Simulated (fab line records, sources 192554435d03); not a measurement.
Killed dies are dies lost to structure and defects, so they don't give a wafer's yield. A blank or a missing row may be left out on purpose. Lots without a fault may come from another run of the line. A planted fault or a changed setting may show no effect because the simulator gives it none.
A struck lot beside a sound one | flow n5_finfet | 15 steps out of a route of 1938
Sound: wafers L811.2, L811.4, L811.5. Struck: wafer L825.3. (L825.5, L825.6 of the same lot were not struck and are left out.) The cause comes at the end.
At each step with rows: each side's tool, then ch and its chambers, then its first start. Under that, the readings that differ: sound wafers | struck wafers | difference of the means | sigmas: that difference in standard deviations of wafers without a fault.
alike: readings whose means differ by less than 2 such deviations, and words and numbers that are the same on both sides. not compared: withheld readings, readings that some wafer has no value for, bounds like >300 that may hide the same value, and numbers for which the record gives no deviation and whose values overlap.
The two part at a step that has a row with sigmas, a row that says differs or no value, or rows on one side only. Numbers that don't overlap but have no deviation are shown without sigmas and don't part them. A reading that every wafer of one side lacks parts them only if that side has two wafers or more.

first, 4 steps without rows for these wafers: N5_BEOL_M4_SOFTBAKE_23 (time 60 s); N5_BEOL_M4_EXPOSE_25 (exposes mask V3, defocus 5 nm); N5_BEOL_M4_PEB_26 (peb time 60 s); N5_BEOL_M4_DEVELOP_27 (develop time 30 s).
N5_BEOL_M4_CD_MEAS_28: target cd 26.2 nm, target cd y 24.1 nm.
  sound on cd_sem-01 ch 0, day 11 03:35; struck on cd_sem-03 ch 0, day 15 16:04
  reading    | sound             | struck | difference | sigmas
  cd_nm (nm) | 25.98 25.81 25.61 | 26.37  | +0.57      | +2
N5_BEOL_M4_OVL_MEAS_29:
  sound on overlay-02 ch 0, day 11 03:37; struck on overlay-02 ch 0, day 15 16:07
  alike: V3_OVL
N5_BEOL_M4_INSPECT_30: inspects for defects (brightfield).
  sound on defect_inspect-01, day 11 03:41; struck on defect_inspect-02, day 15 16:10
  alike: raw_defect_count
N5_BEOL_M4_DESCUM_33: chemistry O2, time 7 s.
  sound on rie_diel-06 ch 0,2, day 11 03:51; struck on rie_diel-06 ch 0, day 15 16:11
  alike: drypump_motor_current_A, oes_product_au, rf_vpp_V, showerhead_plenum_p_Torr, throttle_valve_pct
  not compared: rf_hours_counter_h
N5_BEOL_M4_ETCH_77: etches underlayer in N2/H2, target depth 6.5 nm, time 5.2 s.
  sound on rie_diel-06 ch 0,2, day 11 03:53; struck on rie_diel-06 ch 0, day 15 16:14
  alike: drypump_motor_current_A, etch_rf_on_time_s, oes_product_au, rf_vpp_V, showerhead_plenum_p_Torr, throttle_valve_pct
  not compared: rf_hours_counter_h
N5_BEOL_M4_ETCH_69: etches SiARC in CF4, target depth 15.6 nm, time 26 s.
  sound on rie_diel-06 ch 0,2, day 11 03:54; struck on rie_diel-06 ch 0, day 15 16:14
  alike: drypump_motor_current_A, etch_rf_on_time_s, oes_product_au, rf_vpp_V, showerhead_plenum_p_Torr, throttle_valve_pct
  not compared: rf_hours_counter_h
N5_BEOL_M4_ALD_98: deposits SiO2, target thk 2.5 nm, pulse time 1 s, co reactant pulse time 1 s.
  sound on ald_sin-01 ch 1,3, day 11 03:59; struck on ald_sin-03 ch 2, day 15 16:20
  reading            | sound    | struck | difference | sigmas
  heater_power_w (W) | 77 72 76 | 101    | +26        | +3
  alike: precursor_pulse_height_rel
N5_BEOL_M4_ETCHBACK_99: etches SiO2 in CHF3, target depth 5 nm, time 10.4 s.
  sound on rie_diel-01 ch 2,3, day 11 07:16; struck on rie_diel-01 ch 1, day 15 21:02
  alike: drypump_motor_current_A, oes_product_au, rf_vpp_V, showerhead_plenum_p_Torr, throttle_valve_pct
  not compared: rf_hours_counter_h
N5_BEOL_M4_ETCH_70: etches SOC in N2/H2, target depth 80 nm, overetch 24 nm, time 130 s.
  sound on rie_diel-01 ch 2,3, day 11 07:17; struck on rie_diel-01 ch 1, day 15 21:05
  reading    | sound             | struck | difference | sigmas
  temp_c (C) | 40.06 39.89 40.03 | 37.25  | -2.74      | -25
  alike: drypump_motor_current_A, oes_product_au, rf_vpp_V, showerhead_plenum_p_Torr, throttle_valve_pct
  not compared: rf_hours_counter_h
then, 1 step without rows for these wafers: N5_BEOL_M4_STRIP_71 (strips in N2/H2).
N5_BEOL_M4_RC_MEAS_101:
  sound on prober-02 ch 0, day 11 14:59; struck on prober-02 ch 0, day 16 01:50
  reading       | sound          | struck | difference | sigmas
  DIBL_P (mV/V) | 37.4 37.2 38.4 | 34.2   | -3.5       | -2
  SS_N (mV/dec) | 71.2 70.7 71.6 | 70.1   | -1.1       | -2
  alike: DIBL_N, IOFF_N, IOFF_P, ION_N, ION_P, SS_P, VT_N, VT_P

WHERE THEY PART
First at N5_BEOL_M4_CD_MEAS_28; last, within this record, at N5_BEOL_M4_RC_MEAS_101.

WHY: what the simulator had put in
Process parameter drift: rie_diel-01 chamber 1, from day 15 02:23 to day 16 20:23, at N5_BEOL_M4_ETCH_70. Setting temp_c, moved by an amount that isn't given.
